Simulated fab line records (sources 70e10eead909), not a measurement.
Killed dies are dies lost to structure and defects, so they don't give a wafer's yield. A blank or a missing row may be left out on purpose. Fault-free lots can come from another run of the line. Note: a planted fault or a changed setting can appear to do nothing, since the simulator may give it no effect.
The tool behind it: which one? / flow nand harc / Sampling: 6 lots, 18 wafers, 5 of 1159 route steps

WHAT THE GAUGES READ, wafer by wafer
NHARC_END_SORT_01.
lot=L202; measured=day 20 20:01; on=prober-01; killed at array=27 37 23

WHAT TOOL EACH LOT RAN ON (gives the tool, then ch and the chambers of the sampled wafers, and finally the start)
lot=L196; NHARC_A_CONTACT_ETCH_76=rie diel-04 ch 1,2,3, day 16 18:20; NHARC_A_CONTACT_ETCH_125=har cap etch-02 ch 0,1, day 16 19:25; NHARC_A_CONTACT_ETCH_128=har cap etch-02 ch 0,1, day 16 19:50; NHARC_A_CONTACT_ETCH_131=har cap etch-02 ch 0,1, day 16 20:16
lot=L200; NHARC_A_CONTACT_ETCH_76=rie diel-06 ch 1,2,3, day 17 10:06; NHARC_A_CONTACT_ETCH_125=har cap etch-02 ch 0,1, day 17 11:15; NHARC_A_CONTACT_ETCH_128=har cap etch-02 ch 0,1, day 17 11:40; NHARC_A_CONTACT_ETCH_131=har cap etch-02 ch 0,1, day 17 12:05
lot=L202; NHARC_A_CONTACT_ETCH_76=rie diel-06 ch 0,2,3, day 18 06:31; NHARC_A_CONTACT_ETCH_125=har cap etch-01 ch 0,1, day 18 09:02; NHARC_A_CONTACT_ETCH_128=har cap etch-01 ch 0,1, day 18 09:28; NHARC_A_CONTACT_ETCH_131=har cap etch-01 ch 0,1, day 18 09:52
lot=L204; NHARC_A_CONTACT_ETCH_76=rie diel-06 ch 1,2, day 19 01:25; NHARC_A_CONTACT_ETCH_125=har cap etch-03 ch 0,1, day 19 02:34; NHARC_A_CONTACT_ETCH_128=har cap etch-03 ch 0,1, day 19 02:59; NHARC_A_CONTACT_ETCH_131=har cap etch-03 ch 0,1, day 19 03:25
lot=L211; NHARC_A_CONTACT_ETCH_76=rie diel-06 ch 2,3, day 20 13:31; NHARC_A_CONTACT_ETCH_125=har cap etch-03 ch 0, day 20 14:44; NHARC_A_CONTACT_ETCH_128=har cap etch-03 ch 0, day 20 15:17; NHARC_A_CONTACT_ETCH_131=har cap etch-03 ch 0, day 20 15:52
lot=L218; NHARC_A_CONTACT_ETCH_76=rie diel-08 ch 0,2,3, day 22 07:05; NHARC_A_CONTACT_ETCH_125=har cap etch-02 ch 0,1, day 22 08:23; NHARC_A_CONTACT_ETCH_128=har cap etch-02 ch 0,1, day 22 08:49; NHARC_A_CONTACT_ETCH_131=har cap etch-02 ch 0,1, day 22 09:14
- NHARC_A_CONTACT_ETCH_76: etches the open film in N2/H2, target depth 260 nm, time 475.3 s.
- NHARC_A_CONTACT_ETCH_125: etches the open film in C4F8/O2/Ar, time 155 s, target depth 956 nm.
- NHARC_A_CONTACT_ETCH_128: etches the open film in C4F8/O2/Ar, time 155 s, target depth 956 nm.
- NHARC_A_CONTACT_ETCH_131: etches the open film in C4F8/O2/Ar, time 155 s, target depth 956 nm.

THE ANSWER, worked out from the rows above alone
Rule: the usual values come from the lots themselves. Put in order of their means at a reading, lots are off if they are a third of the lots or fewer, leave a main group of 4 or more, and stand apart from it by a gap of 3 or more times the standard deviation of the main group's means; of several such gaps the widest counts. Not used: any main group whose means are identical at the precision the tables above print for the reading. A lot without any number at a reading at which 4 lots or more have one is off too. The other lots that the step has rows for count as sound.
Across all readings shown, no lot is off: no conclusion can be drawn from this.

WHAT THE SIMULATOR PUT IN
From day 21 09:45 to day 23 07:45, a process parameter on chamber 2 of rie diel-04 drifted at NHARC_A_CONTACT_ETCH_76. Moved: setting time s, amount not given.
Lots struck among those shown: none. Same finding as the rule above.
